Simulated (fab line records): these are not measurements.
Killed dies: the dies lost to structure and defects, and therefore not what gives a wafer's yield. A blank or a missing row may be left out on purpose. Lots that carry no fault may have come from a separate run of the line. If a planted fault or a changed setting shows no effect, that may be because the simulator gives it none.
Chamber matching || flow n5_finfet || N5_BEOL_M8_CMP_52 on cmp-03 has 4 sister chambers
The step polishes, stops on SiCOH lowk, t overpolish 6.9 s, target thk 80 nm. 16 wafers are shown with their chamber, then 8 later ones without.

## WAFERS, EACH WITH ITS CHAMBER
{"wafer": "L256.3", "chamber": 3, "motor_current_A (A)": 5.0, "time_to_endpoint_s (s)": 59, "barrier_field_endpoint_s (s)": 28.4}
{"wafer": "L256.4", "chamber": 2, "motor_current_A (A)": 7.0, "time_to_endpoint_s (s)": 59, "barrier_field_endpoint_s (s)": 28.6}
{"wafer": "L256.5", "chamber": 1, "motor_current_A (A)": 6.5, "time_to_endpoint_s (s)": 64, "barrier_field_endpoint_s (s)": 29.5}
{"wafer": "L258.1", "chamber": 1, "motor_current_A (A)": 6.2, "time_to_endpoint_s (s)": 64, "barrier_field_endpoint_s (s)": 29.2}
{"wafer": "L258.3", "chamber": 2, "motor_current_A (A)": 7.3, "time_to_endpoint_s (s)": 61, "barrier_field_endpoint_s (s)": 29.2}
{"wafer": "L258.4", "chamber": 0, "motor_current_A (A)": 7.0, "time_to_endpoint_s (s)": 64, "barrier_field_endpoint_s (s)": 29.8}
{"wafer": "L262.2", "chamber": 3, "motor_current_A (A)": 4.9, "time_to_endpoint_s (s)": 58, "barrier_field_endpoint_s (s)": 28.2}
{"wafer": "L262.4", "chamber": 1, "motor_current_A (A)": 6.1, "time_to_endpoint_s (s)": 59, "barrier_field_endpoint_s (s)": 28.7}
{"wafer": "L262.5", "chamber": 2, "motor_current_A (A)": 6.9, "time_to_endpoint_s (s)": 54, "barrier_field_endpoint_s (s)": 28.0}
{"wafer": "L260.1", "chamber": 3, "motor_current_A (A)": 5.2, "time_to_endpoint_s (s)": 67, "barrier_field_endpoint_s (s)": 30.1}
{"wafer": "L260.4", "chamber": 2, "motor_current_A (A)": 7.1, "time_to_endpoint_s (s)": 59, "barrier_field_endpoint_s (s)": 28.4}
{"wafer": "L260.6", "chamber": 0, "motor_current_A (A)": 6.6, "time_to_endpoint_s (s)": 65, "barrier_field_endpoint_s (s)": 30.4}
{"wafer": "L271.1", "chamber": 0, "motor_current_A (A)": 7.0, "time_to_endpoint_s (s)": 67, "barrier_field_endpoint_s (s)": 29.8}
{"wafer": "L271.3", "chamber": 3, "motor_current_A (A)": 4.9, "time_to_endpoint_s (s)": 64, "barrier_field_endpoint_s (s)": 29.5}
{"wafer": "L271.5", "chamber": 0, "motor_current_A (A)": 7.1, "time_to_endpoint_s (s)": 68, "barrier_field_endpoint_s (s)": 29.8}
{"wafer": "L270.1", "chamber": 0, "motor_current_A (A)": 7.0, "time_to_endpoint_s (s)": 67, "barrier_field_endpoint_s (s)": 29.3}

SIGNATURES (averages over the wafers above)
{"reading": "motor_current_A", "chamber 0": 6.940, "chamber 1": 6.267, "chamber 2": 7.075, "chamber 3": 5.000, "scatter within a chamber": 0.179}
{"reading": "time_to_endpoint_s", "chamber 0": 66.20, "chamber 1": 62.33, "chamber 2": 58.25, "chamber 3": 62.00, "scatter within a chamber": 3}
{"reading": "barrier_field_endpoint_s", "chamber 0": 29.820, "chamber 1": 29.133, "chamber 2": 28.550, "chamber 3": 29.050, "scatter within a chamber": 0.587}
Rule: distance of a wafer from a chamber = root of the sum over the readings of ((wafer's reading minus chamber's mean) / reading's scatter) squared. The wafer belongs to the nearest chamber; if the next one is less than 2 further off, it can't be placed. The scatter: the root of (the sum of the squares of (reading less its chamber's mean) over the shown wafers, divided by (wafers less chambers)).

## WAFERS WITHOUT THEIR CHAMBER
{"wafer": "L270.3", "motor_current_A (A)": 6.5, "time_to_endpoint_s (s)": 67, "barrier_field_endpoint_s (s)": 29.2}
{"wafer": "L270.6", "motor_current_A (A)": 4.8, "time_to_endpoint_s (s)": 62, "barrier_field_endpoint_s (s)": 29.5}
{"wafer": "L273.3", "motor_current_A (A)": 6.8, "time_to_endpoint_s (s)": 67, "barrier_field_endpoint_s (s)": 28.6}
{"wafer": "L273.5", "motor_current_A (A)": 5.2, "time_to_endpoint_s (s)": 65, "barrier_field_endpoint_s (s)": 28.7}
{"wafer": "L273.6", "motor_current_A (A)": 7.3, "time_to_endpoint_s (s)": 60, "barrier_field_endpoint_s (s)": 27.9}
{"wafer": "L275.2", "motor_current_A (A)": 6.7, "time_to_endpoint_s (s)": 67, "barrier_field_endpoint_s (s)": 30.1}
{"wafer": "L275.3", "motor_current_A (A)": 5.0, "time_to_endpoint_s (s)": 64, "barrier_field_endpoint_s (s)": 28.6}
{"wafer": "L275.4", "motor_current_A (A)": 6.5, "time_to_endpoint_s (s)": 64, "barrier_field_endpoint_s (s)": 29.2}

## WHICH CHAMBER EACH ONE RAN IN
{"wafer": "L270.3", "from the rows above": "can't be placed: 1 or 0", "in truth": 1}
{"wafer": "L270.6", "from the rows above": 3, "in truth": 3}
{"wafer": "L273.3", "from the rows above": "can't be placed: 0 or 2 or 1", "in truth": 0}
{"wafer": "L273.5", "from the rows above": 3, "in truth": 3}
{"wafer": "L273.6", "from the rows above": 2, "in truth": 2}
{"wafer": "L275.2", "from the rows above": "can't be placed: 0 or 1", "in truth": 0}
{"wafer": "L275.3", "from the rows above": 3, "in truth": 3}
{"wafer": "L275.4", "from the rows above": "can't be placed: 1 or 0", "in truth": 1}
4 of 8 placed correctly. Not placeable from these rows: 4 (in 4, the candidates include the true chamber). Number placed wrongly: 0.
